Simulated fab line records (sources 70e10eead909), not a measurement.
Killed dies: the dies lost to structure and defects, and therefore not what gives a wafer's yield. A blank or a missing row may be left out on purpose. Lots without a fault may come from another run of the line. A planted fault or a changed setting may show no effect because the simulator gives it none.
What tool caused it? + flow nand-harc + 72 wafers from 24 lots sampled at 5 of the route's 1302 steps

## WHAT THE GAUGES SHOWED, per wafer
NHARC_A_ZERO_WELL_CD_MEAS_10: target cd 2000 nm. Usual: 1999.7 nm for cd-nm, sd 1.7.
| lot  | measured     | on        | cd-nm (nm)           | flag |
|------|--------------|-----------|----------------------|------|
| L074 | day 6 14:41  | cd-sem-02 | 1998.4 1998.2 1996.3 |      |
| L076 | day 7 11:09  | cd-sem-03 | 1999.4 1998.8 1997.5 |      |
| L075 | day 7 11:59  | cd-sem-02 | 1997.8 1999.5 2003.2 |      |
| L077 | day 8 03:39  | cd-sem-03 | 2002.2 2000.6 1998.4 |      |
| L078 | day 8 07:32  | cd-sem-01 | 2002.2 1999.0 1999.5 |      |
| L079 | day 9 00:26  | cd-sem-01 | 2000.0 1998.1 1999.1 |      |
| L080 | day 9 10:18  | cd-sem-03 | 2000.0 2004.0 2001.0 |      |
| L081 | day 9 22:59  | cd-sem-02 | 1999.6 1997.7 2002.2 |      |
| L082 | day 10 05:08 | cd-sem-02 | 2001.0 1997.3 1999.6 |      |
| L083 | day 11 01:22 | cd-sem-01 | 1998.8 1998.6 2002.3 |      |
| L085 | day 11 09:44 | cd-sem-03 | 1998.8 1999.9 1998.3 |      |
| L084 | day 11 10:05 | cd-sem-01 | 1999.4 1997.4 1999.8 |      |
| L086 | day 11 22:59 | cd-sem-03 | 1998.8 1999.6 2002.1 |      |
| L087 | day 12 02:04 | cd-sem-02 | 2001.4 1999.9 2000.1 |      |
| L088 | day 12 20:44 | cd-sem-01 | 2000.4 2002.5 1999.8 |      |
| L089 | day 12 21:34 | cd-sem-02 | 1997.5 1997.5 2000.8 |      |
| L090 | day 13 08:44 | cd-sem-03 | 1999.1 1998.8 2001.7 |      |
| L091 | day 13 21:58 | cd-sem-02 | 2003.9 2000.0 1997.9 |      |
| L092 | day 14 04:11 | cd-sem-03 | 2000.4 2000.3 1998.8 |      |
| L093 | day 14 14:28 | cd-sem-02 | 1998.7 2000.2 1998.5 |      |
| L094 | day 15 01:18 | cd-sem-03 | 1999.2 1999.8 1997.7 |      |
| L095 | day 15 16:22 | cd-sem-01 | 1997.0 1998.2 2001.0 |      |
| L096 | day 15 19:46 | cd-sem-02 | 2000.2 1999.6 1999.7 |      |
| L097 | day 16 07:10 | cd-sem-01 | 1997.5 1996.1 1997.7 |      |

NHARC_A_ONON_D1_THK_MEAS_11: measures by ellipsometry. Usual: 1001 nm for thk-nm, sd 8.4.
| lot  | measured     | on            | thk-nm (nm)    | flag |
|------|--------------|---------------|----------------|------|
| L074 | day 7 15:49  | film-metro-01 | 989 989 989    |      |
| L076 | day 8 10:43  | film-metro-02 | 1012 1009 1011 |      |
| L075 | day 8 10:43  | film-metro-01 | 991 990 991    |      |
| L077 | day 9 02:56  | film-metro-01 | 997 995 998    |      |
| L078 | day 9 08:01  | film-metro-01 | 1005 1005 1006 |      |
| L079 | day 10 01:29 | film-metro-01 | 1001 999 998   |      |
| L080 | day 10 11:05 | film-metro-01 | 1005 1007 1007 |      |
| L081 | day 10 23:55 | film-metro-01 | 1013 1017 1016 |      |
| L082 | day 11 04:46 | film-metro-01 | 1003 1001 1001 |      |
| L083 | day 12 00:58 | film-metro-01 | 998 997 997    |      |
| L085 | day 12 09:44 | film-metro-02 | 1003 1004 1005 |      |
| L084 | day 12 10:05 | film-metro-02 | 1016 1017 1018 |      |
| L086 | day 13 00:03 | film-metro-02 | 991 992 993    |      |
| L087 | day 13 00:05 | film-metro-01 | 1003 1003 1001 |      |
| L088 | day 13 20:32 | film-metro-02 | 1010 1010 1010 |      |
| L089 | day 13 20:33 | film-metro-01 | 995 994 994    |      |
| L090 | day 14 08:31 | film-metro-01 | 1017 1015 1016 |      |
| L091 | day 15 00:55 | film-metro-02 | 997 996 996    |      |
| L092 | day 15 05:00 | film-metro-02 | 1001 1000 1000 |      |
| L093 | day 15 15:23 | film-metro-01 | 997 995 998    |      |
| L094 | day 16 00:59 | film-metro-01 | 985 985 986    |      |
| L095 | day 16 16:20 | film-metro-01 | 1002 1002 1001 |      |
| L096 | day 16 20:46 | film-metro-01 | 992 993 991    |      |
| L097 | day 17 09:03 | film-metro-02 | 996 997 996    |      |

NHARC_A_ONON_D1_INSPECT_32. Usual: 73 for raw-defect-count, sd 26.
| lot  | measured     | on                | raw-defect-count | flag |
|------|--------------|-------------------|------------------|------|
| L074 | day 8 02:59  | defect-inspect-02 | 66 58 43         |      |
| L076 | day 8 23:02  | defect-inspect-01 | 51 77 75         |      |
| L075 | day 8 23:10  | defect-inspect-02 | 81 110 158       |      |
| L077 | day 9 14:20  | defect-inspect-01 | 113 63 58        |      |
| L078 | day 9 19:07  | defect-inspect-01 | 56 71 58         |      |
| L079 | day 10 16:43 | defect-inspect-02 | 96 94 88         |      |
| L080 | day 11 01:55 | defect-inspect-01 | 87 104 100       |      |
| L081 | day 11 10:50 | defect-inspect-02 | 59 61 61         |      |
| L082 | day 11 16:07 | defect-inspect-01 | 52 122 101       |      |
| L083 | day 12 14:48 | defect-inspect-02 | 43 72 66         |      |
| L085 | day 12 22:19 | defect-inspect-01 | 62 68 51         |      |
| L084 | day 12 22:17 | defect-inspect-02 | 57 58 38         |      |
| L086 | day 13 11:31 | defect-inspect-01 | 83 54 66         |      |
| L087 | day 13 11:32 | defect-inspect-02 | 57 72 68         |      |
| L088 | day 14 08:52 | defect-inspect-02 | 148 121 149      |      |
| L089 | day 14 08:43 | defect-inspect-01 | 87 43 77         |      |
| L090 | day 14 21:01 | defect-inspect-02 | 91 58 82         |      |
| L091 | day 15 11:52 | defect-inspect-01 | 79 164 63        |      |
| L092 | day 15 16:10 | defect-inspect-02 | 122 73 69        |      |
| L093 | day 16 04:29 | defect-inspect-02 | 67 41 70         |      |
| L094 | day 16 11:58 | defect-inspect-02 | 84 88 74         |      |
| L095 | day 17 03:50 | defect-inspect-02 | 57 108 80        |      |
| L096 | day 17 07:58 | defect-inspect-02 | 55 47 62         |      |
| L097 | day 17 20:10 | defect-inspect-02 | 52 49 44         |      |

NHARC_A_CHANNEL_HOLE_D1_INSPECT_40. Usual: 71 for raw-defect-count, sd 25.
| lot  | measured     | on                | raw-defect-count | flag |
|------|--------------|-------------------|------------------|------|
| L074 | day 8 15:31  | defect-inspect-02 | 106 84 93        |      |
| L076 | day 9 08:50  | defect-inspect-02 | 25 28 54         |      |
| L075 | day 9 09:49  | defect-inspect-02 | 76 111 121       |      |
| L077 | day 10 02:19 | defect-inspect-01 | 64 46 39         |      |
| L078 | day 10 05:47 | defect-inspect-02 | 104 110 105      |      |
| L079 | day 11 03:01 | defect-inspect-01 | 51 51 38         |      |
| L080 | day 11 12:28 | defect-inspect-01 | 84 74 64         |      |
| L081 | day 11 23:37 | defect-inspect-02 | 85 116 88        |      |
| L082 | day 12 09:23 | defect-inspect-01 | 29 40 25         |      |
| L083 | day 13 07:45 | defect-inspect-01 | 97 73 56         |      |
| L085 | day 13 11:56 | defect-inspect-02 | 82 70 39         |      |
| L084 | day 13 10:04 | defect-inspect-01 | 76 95 91         |      |
| L086 | day 14 05:03 | defect-inspect-01 | 123 70 120       |      |
| L087 | day 14 01:47 | defect-inspect-01 | 41 62 39         |      |
| L088 | day 14 23:56 | defect-inspect-01 | 97 71 97         |      |
| L089 | day 14 19:48 | defect-inspect-02 | 84 101 89        |      |
| L090 | day 15 06:44 | defect-inspect-01 | 66 70 56         |      |
| L091 | day 16 02:08 | defect-inspect-01 | 58 74 77         |      |
| L092 | day 16 06:17 | defect-inspect-01 | 51 56 36         |      |
| L093 | day 16 21:51 | defect-inspect-02 | 88 86 97         |      |
| L094 | day 16 23:25 | defect-inspect-02 | 63 43 63         |      |
| L095 | day 17 19:10 | defect-inspect-02 | 65 61 42         |      |
| L096 | day 17 20:14 | defect-inspect-01 | 75 54 56         |      |
| L097 | day 18 06:22 | defect-inspect-02 | 50 68 57         |      |

## WHICH TOOL RAN EACH LOT (tool, then ch and the chambers of the sampled wafers, then the start)
| lot  | NHARC_A_ZERO_WELL_RTA_16         |
|------|----------------------------------|
| L074 | rtp-anneal-02 ch 0, day 6 16:02  |
| L076 | rtp-anneal-01 ch 0, day 7 12:26  |
| L075 | rtp-anneal-02 ch 0, day 7 13:37  |
| L077 | rtp-anneal-02 ch 0, day 8 05:01  |
| L078 | rtp-anneal-02 ch 0, day 8 08:53  |
| L079 | rtp-anneal-02 ch 0, day 9 01:48  |
| L080 | rtp-anneal-01 ch 0, day 9 11:53  |
| L081 | rtp-anneal-02 ch 0, day 10 00:17 |
| L082 | rtp-anneal-02 ch 0, day 10 06:28 |
| L083 | rtp-anneal-02 ch 0, day 11 02:38 |
| L085 | rtp-anneal-01 ch 0, day 11 11:01 |
| L084 | rtp-anneal-01 ch 0, day 11 11:22 |
| L086 | rtp-anneal-02 ch 0, day 12 00:19 |
| L087 | rtp-anneal-01 ch 0, day 12 03:21 |
| L088 | rtp-anneal-01 ch 0, day 12 22:07 |
| L089 | rtp-anneal-01 ch 0, day 12 22:53 |
| L090 | rtp-anneal-01 ch 0, day 13 10:02 |
| L091 | rtp-anneal-01 ch 0, day 13 23:16 |
| L092 | rtp-anneal-02 ch 0, day 14 05:27 |
| L093 | rtp-anneal-02 ch 0, day 14 15:43 |
| L094 | rtp-anneal-02 ch 0, day 15 02:35 |
| L095 | rtp-anneal-02 ch 0, day 15 17:38 |
| L096 | rtp-anneal-02 ch 0, day 15 21:07 |
| L097 | rtp-anneal-02 ch 0, day 16 08:31 |
- NHARC_A_ZERO_WELL_RTA_16: time 10 s.

## WHAT THE TOOLS THEMSELVES READ (means of the sampled wafers that have a number; where no wafer has one, the mark that the record gives instead)
NHARC_A_ZERO_WELL_RTA_16. Usual: anneal-temp-c-max 1006.7, standard deviation 1.2; lamp-power-pct 31.3 %, standard deviation 2.9; lamp_zone_3_pct 31.3 %, standard deviation 2.9; lamp_zone_6_pct 31.2 %, standard deviation 2.9; wafer_temp_C_max 1007.7, standard deviation 1.3.
| lot  | tool          | anneal-temp-c-max | lamp-power-pct (%) | lamp_zone_3_pct (%) | lamp_zone_6_pct (%) | wafer_temp_C_max | flag |
|------|---------------|-------------------|--------------------|---------------------|---------------------|------------------|------|
| L074 | rtp-anneal-02 | 1006.8            | 29.0               | 29.1                | 29.0                | 1007.9           |      |
| L076 | rtp-anneal-01 | 1006.6            | 35.0               | 35.0                | 34.9                | 1007.5           |      |
| L075 | rtp-anneal-02 | 1006.9            | 29.0               | 29.1                | 29.0                | 1008.3           |      |
| L077 | rtp-anneal-02 | 1006.3            | 29.0               | 29.0                | 28.9                | 1006.8           |      |
| L078 | rtp-anneal-02 | 1006.9            | 29.0               | 29.0                | 29.0                | 1007.9           |      |
| L079 | rtp-anneal-02 | 1006.5            | 29.0               | 29.0                | 29.0                | 1007.1           |      |
| L080 | rtp-anneal-01 | 1006.5            | 35.0               | 35.0                | 34.9                | 1007.3           |      |
| L081 | rtp-anneal-02 | 1006.2            | 29.0               | 29.0                | 29.0                | 1009.5           |      |
| L082 | rtp-anneal-02 | 1006.2            | 29.0               | 29.0                | 29.0                | 1007.6           |      |
| L083 | rtp-anneal-02 | 1006.8            | 29.1               | 29.0                | 29.0                | 1008.3           |      |
| L085 | rtp-anneal-01 | 1007.2            | 35.0               | 35.0                | 35.0                | 1006.2           |      |
| L084 | rtp-anneal-01 | 1008.4            | 35.0               | 35.0                | 34.9                | 1007.6           |      |
| L086 | rtp-anneal-02 | 1006.2            | 29.0               | 29.0                | 29.0                | 1008.1           |      |
| L087 | rtp-anneal-01 | 1007.2            | 34.9               | 34.9                | 34.9                | 1008.0           |      |
| L088 | rtp-anneal-01 | 1005.8            | 35.0               | 35.0                | 34.9                | 1007.5           |      |
| L089 | rtp-anneal-01 | 1005.8            | 35.0               | 35.0                | 34.9                | 1006.7           |      |
| L090 | rtp-anneal-01 | 1007.0            | 35.0               | 35.0                | 34.9                | 1007.5           |      |
| L091 | rtp-anneal-01 | 1006.6            | 35.0               | 35.0                | 34.9                | 1006.3           |      |
| L092 | rtp-anneal-02 | 1007.3            | 29.0               | 29.1                | 29.0                | 1006.9           |      |
| L093 | rtp-anneal-02 | 1006.8            | 29.0               | 29.0                | 29.0                | 1008.8           |      |
| L094 | rtp-anneal-02 | 1007.3            | 29.0               | 29.0                | 29.0                | 1008.3           |      |
| L095 | rtp-anneal-02 | 1007.0            | 29.1               | 29.0                | 28.9                | 1008.4           |      |
| L096 | rtp-anneal-02 | 1006.1            | 29.1               | 29.0                | 29.0                | 1008.3           |      |
| L097 | rtp-anneal-02 | 1006.0            | 29.0               | 29.0                | 29.0                | 1010.2           |      |

## THE ANSWER, worked out from the rows above alone
Rule: take the mean of a lot's wafers that have a number; if it is more than 3 standard deviations from the usual mean, the lot is off. Also off: a lot with no number at a reading for which 4 or more lots have one. All remaining lots with rows at the step are treated as sound. The gauges are gone through in route order, then the tools' own readings, and for those a lot's mean is taken as printed above. The first step at which some lot is off is used, and at that step the reading that is off furthest; a lot without a number counts as furthest.
Nothing can be told from this: no lot is off at any reading shown.

## WHAT THE SIMULATOR HAD PUT IN
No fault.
